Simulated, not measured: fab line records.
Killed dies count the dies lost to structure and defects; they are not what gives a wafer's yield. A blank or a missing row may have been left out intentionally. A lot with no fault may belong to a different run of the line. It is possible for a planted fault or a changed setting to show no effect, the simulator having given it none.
Which tool was responsible? || flow nand_harc || 6 lots with 18 wafers sampled at 3 steps, on a route of 1302 steps

## WHAT EACH GAUGE READ, for each wafer
NHARC_P_GATE_CD_MEAS_59: the cd target is 720 nm.
{"lot": "L589", "measured": "day 6 07:08", "on": "cd_sem-03", "cd_nm (nm)": "722.0 719.5 718.7"}
{"lot": "L591", "measured": "day 7 06:12", "on": "cd_sem-02", "cd_nm (nm)": "723.7 720.6 722.6"}
{"lot": "L593", "measured": "day 8 02:52", "on": "cd_sem-02", "cd_nm (nm)": "722.7 718.7 718.3"}
{"lot": "L602", "measured": "day 11 17:49", "on": "cd_sem-03", "cd_nm (nm)": "721.5 718.4 721.0"}
{"lot": "L607", "measured": "day 14 02:38", "on": "cd_sem-03", "cd_nm (nm)": "720.4 722.1 719.6"}
{"lot": "L610", "measured": "day 15 05:38", "on": "cd_sem-03", "cd_nm (nm)": "716.7 717.8 720.2"}

## WHAT TOOL EACH LOT RAN ON (gives the tool, then ch and the chambers of the sampled wafers, and finally the start)
{"lot": "L589", "NHARC_P_GATE_ETCH_114": "rie_diel-11 ch 0,1, day 6 06:59 or earlier", "NHARC_P_GATE_EXPOSE_56": "krf_scanner-03 ch 0, day 6 06:59"}
{"lot": "L591", "NHARC_P_GATE_ETCH_114": "rie_diel-07 ch 1,3, day 7 06:03 or earlier", "NHARC_P_GATE_EXPOSE_56": "krf_scanner-03 ch 0, day 7 06:03"}
{"lot": "L593", "NHARC_P_GATE_ETCH_114": "rie_diel-03 ch 0,2, day 8 02:42 or earlier", "NHARC_P_GATE_EXPOSE_56": "krf_scanner-02 ch 0, day 8 02:42"}
{"lot": "L602", "NHARC_P_GATE_ETCH_114": "rie_diel-11 ch 1,3, day 11 17:40 or earlier", "NHARC_P_GATE_EXPOSE_56": "krf_scanner-03 ch 0, day 11 17:40"}
{"lot": "L607", "NHARC_P_GATE_ETCH_114": "rie_diel-11 ch 0,1,2, day 14 02:29 or earlier", "NHARC_P_GATE_EXPOSE_56": "krf_scanner-03 ch 0, day 14 02:29"}
{"lot": "L610", "NHARC_P_GATE_ETCH_114": "rie_diel-11 ch 0,1,3, day 15 05:28 or earlier", "NHARC_P_GATE_EXPOSE_56": "krf_scanner-02 ch 0, day 15 05:28"}
- NHARC_P_GATE_ETCH_114: etches the open film in CF4/O2, target depth 30 nm, overetch 3 nm, time 16.5 s.
- NHARC_P_GATE_EXPOSE_56: exposes mask P PSD, target cd 720 nm.

## THE ANSWER, worked out from the rows above alone
Rule: usual is defined by the lots themselves. Put in order of their means at a reading, lots are off if they are a third of the lots or fewer, leave a main group of 4 or more, and stand apart from it by a gap of 3 or more times the standard deviation of the main group's means; of several such gaps the widest counts. Not used: any main group whose means are identical at the precision the tables above print for the reading. A lot without any number at a reading at which 4 lots or more have one is off too. Where the step has rows for the other lots, those lots are counted as sound.
No lot is off on any of the readings shown, so nothing can be concluded from this.

## WHAT THE SIMULATOR PUT IN
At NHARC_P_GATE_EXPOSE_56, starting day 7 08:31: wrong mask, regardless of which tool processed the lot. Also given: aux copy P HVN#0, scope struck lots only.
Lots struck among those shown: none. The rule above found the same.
